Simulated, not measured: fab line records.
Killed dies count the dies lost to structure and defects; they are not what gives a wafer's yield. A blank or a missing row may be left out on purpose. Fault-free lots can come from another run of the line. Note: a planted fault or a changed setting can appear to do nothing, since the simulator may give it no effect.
Struck lot and sound lot, side by side || flow nand harc || 13 out of 1302 route steps
Sound: these wafers, L414.1, L414.4, L414.6. Struck: wafers L425.5, L425.6 (left out: L425.3, a lot-mate that was not struck); the cause follows at the end.
Each step with rows lists, per side, the tool, then ch with its chambers, then its first start. Under that, the readings that differ: sound wafers || struck wafers || difference of the means || sigmas: that difference in standard deviations of wafers without a fault.
alike: words and numbers the same on both sides, and readings whose means are apart by under 2 such deviations; not compared: readings that were withheld, readings missing a value for some wafer, numbers with overlapping values and no deviation given by the record, and bounds like >300 which may hide the same value.
A row with sigmas, a row that says differs or no value, or rows on one side alone: a step with any of these is where the two part. Numbers that have no deviation but don't overlap get no sigmas and don't part them. A reading missing from all wafers of one side parts the sides only when that side holds two or more wafers.

NHARC_A_SLIT_ETCH_26: etches the open film in C4F8/O2/Ar, time 90 s, target depth 400 nm.
  sound on har etch-02 ch 0,1, day 22 17:34; struck on har etch-02 ch 0,1, day 28 00:24
  alike: bias v, drypump motor current A, showerhead plenum p Torr, throttle valve pct
  not compared: rf hours counter h
then, 1 step without rows for these wafers: NHARC_A_SLIT_STRIP_28 (strips in O2/COS).
NHARC_A_SLIT_ETCH_29: etches the open film in CF4/O2, target depth 100 nm, overetch 10 nm, time 55 s.
  sound on rie diel-10 ch 0,1,2, day 22 18:26; struck on rie diel-05 ch 2,3, day 28 01:14
  alike: drypump motor current A, oes_ar_750_au, oes product au, rf vpp V, showerhead plenum p Torr, throttle valve pct
  not compared: rf hours counter h
NHARC_A_SLIT_STRIP_18: strips in O2.
  sound: rie diel-10 ch 1,3; struck: rie diel-05 ch 0,1
  alike: drypump motor current A, oes product au, rf vpp V, showerhead plenum p Torr, throttle valve pct
  not compared: rf hours counter h
then, 2 steps without rows for these wafers: NHARC_A_SLIT_PRECLEAN_19 (cleans in SC1); NHARC_A_SLIT_SRD_20.
NHARC_A_SLIT_CD_MEAS_21:
  sound: cd sem-01 at day 22 18:58; struck: cd sem-02 at day 28 01:46
  alike: cd nm
then, 3 steps without rows for these wafers: NHARC_A_SIN_REMOVE_WET_00 (chemistry H3PO4, time 15300 s); NHARC_A_SIN_REMOVE_PRECLEAN_01 (cleans in SC1); NHARC_A_SIN_REMOVE_SRD_02.
NHARC_A_SIN_REMOVE_INSPECT_04:
  sound: defect inspect-02 at day 23 01:41; struck: defect inspect-02 at day 28 08:23
  alike: raw defect count
NHARC_A_WL_FILL_ALD_00: deposits Al2O3, target thk 3 nm, pulse time 3 s, ald cycles 30.
  sound on ald hk-03 ch 1,3, day 23 01:52; struck on ald hk-04 ch 2,3, day 28 08:27
{"reading": "ald cycles", "sound": "30 30 30", "struck": "41 41", "difference": "+11", "sigmas": ""}
  alike: heater power outer w, heater power w, precursor pulse height rel
  not compared: since wet clean h
NHARC_A_WL_FILL_RTA_01: time 5 s.
  sound on rtp anneal-02 ch 0, day 23 02:08; struck on rtp anneal-02 ch 0, day 28 08:46
  alike: lamp power pct, lamp_zone_4_pct, wafer_temp_C_max

## WHERE THEY PART
Nowhere in this record.

WHY: what the simulator had put in
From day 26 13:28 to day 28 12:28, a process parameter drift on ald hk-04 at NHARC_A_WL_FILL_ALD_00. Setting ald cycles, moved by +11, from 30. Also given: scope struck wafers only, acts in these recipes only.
